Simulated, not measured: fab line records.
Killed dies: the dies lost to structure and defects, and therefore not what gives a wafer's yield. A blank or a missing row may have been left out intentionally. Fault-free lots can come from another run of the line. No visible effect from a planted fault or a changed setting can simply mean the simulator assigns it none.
A struck lot beside a sound one :: flow nandHarc :: 16 out of 1302 route steps
Sound: wafers L123.1, L123.5, L123.6. Struck: wafers L129.4, L129.5 (left out: L129.1, a lot-mate that was not struck); the cause follows at the end.
Order at every step that has rows: each side's tool, ch and its chambers, its first start. Under that, the readings that differ: sound wafers :: struck wafers :: difference of the means :: sigmas: that difference in standard deviations of wafers without a fault.
alike: a reading whose means differ by less than 2 such deviations, as well as words and numbers matching on both sides. not compared: withheld readings; readings where some wafer has no value; bounds like >300 that might hide an equal value; numbers whose values overlap and for which the record gives no deviation.
Wherever a step has rows on one side only, a row that says differs or no value, or a row with sigmas, the two part there. Non-overlapping numbers with no deviation appear without sigmas and do not part them. A reading that every wafer of one side lacks parts them only if that side has two wafers or more.

NHARC_P_M0_DESCUM_14: chemistry O2, time 3 s.
  sound on rieDiel-01 ch 1,2, day 7 16:24; struck on rieDiel-01 ch 0,2, day 10 00:56
  alike: drypumpMotorCurrentA, oesProductAu, rfVppV, showerheadPlenumPTorr, throttleValvePct
  not compared: rfHoursCounterH
then, 1 step without rows for these wafers: NHARC_P_M0_ETCH_34 (etches the open film in N2/H2, target depth 40 nm, overetch 12 nm, time 43.94 s).
NHARC_P_M0_ETCH_15: etches the open film in C4F8/Ar, target depth 150 nm, overetch 15 nm, time 82.5 s.
  sound: rieDiel-01 ch 1,2; struck: rieDiel-01 ch 0,2
  alike: oesProductAu, rfVppV
  not compared: rfHoursCounterH
NHARC_P_M0_CD_MEAS_16:
  sound on cdSem-03, day 7 16:42; struck on cdSem-02, day 10 01:14
  alike: cdNm
NHARC_P_M0_STRIP_18: strips in N2/H2.
  sound on rieDiel-01 ch 0,1, day 7 16:48; struck on rieDiel-01 ch 0,2, day 10 01:22
  alike: drypumpMotorCurrentA, oesProductAu, rfVppV, showerheadPlenumPTorr, throttleValvePct
  not compared: rfHoursCounterH
then, 1 step without rows for these wafers: NHARC_P_M0_STRIP_19 (strips in post etch residue remover, time 600 s).
NHARC_P_M0_DEGAS_28: time 60 s.
  sound on pvdSputter-03, day 7 17:20; struck on pvdSputter-02, day 10 01:53
  alike: heaterPowerW
then, 2 steps without rows for these wafers: NHARC_P_M0_PRE_CLEAN_29 (time 30 s); NHARC_P_M0_PVD_20 (deposits TaN, target thk 5 nm, time 8.06 s).
NHARC_P_M0_PVD_21: deposits Cu, target thk 30 nm, time 20.49 s.
  sound on pvdSputter-03; struck on pvdSputter-02
  alike: throttleValvePct
then, 2 steps without rows for these wafers: NHARC_P_M0_ECD_22 (material Cu, target thk 400 nm); NHARC_P_M0_ANNEAL_30 (time 90 s).
NHARC_P_M0_CMP_23: polishes, t overpolish 20 s, target thk 117.54 nm.
  sound on cmp-02 ch 0,3, day 7 18:26; struck on cmp-03 ch 0, day 10 02:57
  alike: motorCurrentA, slurryFlowMlMin, timeToEndpointS
NHARC_P_M0_THK_MEAS_24: measures by xrf.
  sound on filmMetro-02, day 7 18:43; struck on filmMetro-02, day 10 03:17
  alike: thkNm
then, 1 step without rows for these wafers: NHARC_P_M0_SRD_25.
-- jump in the record: it breaks off in module P_M0 and resumes in module END (first step shown: number 1302 of the route), and 18 days separate the struck wafers' starts before and after --
NHARC_END_SORT_01:
  sound on prober-02 ch 0, day 25 13:16; struck on prober-02 ch 0, day 28 10:04
reading: killedAtPeriphery
sound: 2 2 2
struck: 10 4
difference: +5
sigmas: +2
  alike: defectLimitedYield, killedAtArray, killedAtOther, killedDies, killedOpen, killedShort

WHERE THEY PART
Within this record, at NHARC_END_SORT_01 only.

WHY: what the simulator had put in
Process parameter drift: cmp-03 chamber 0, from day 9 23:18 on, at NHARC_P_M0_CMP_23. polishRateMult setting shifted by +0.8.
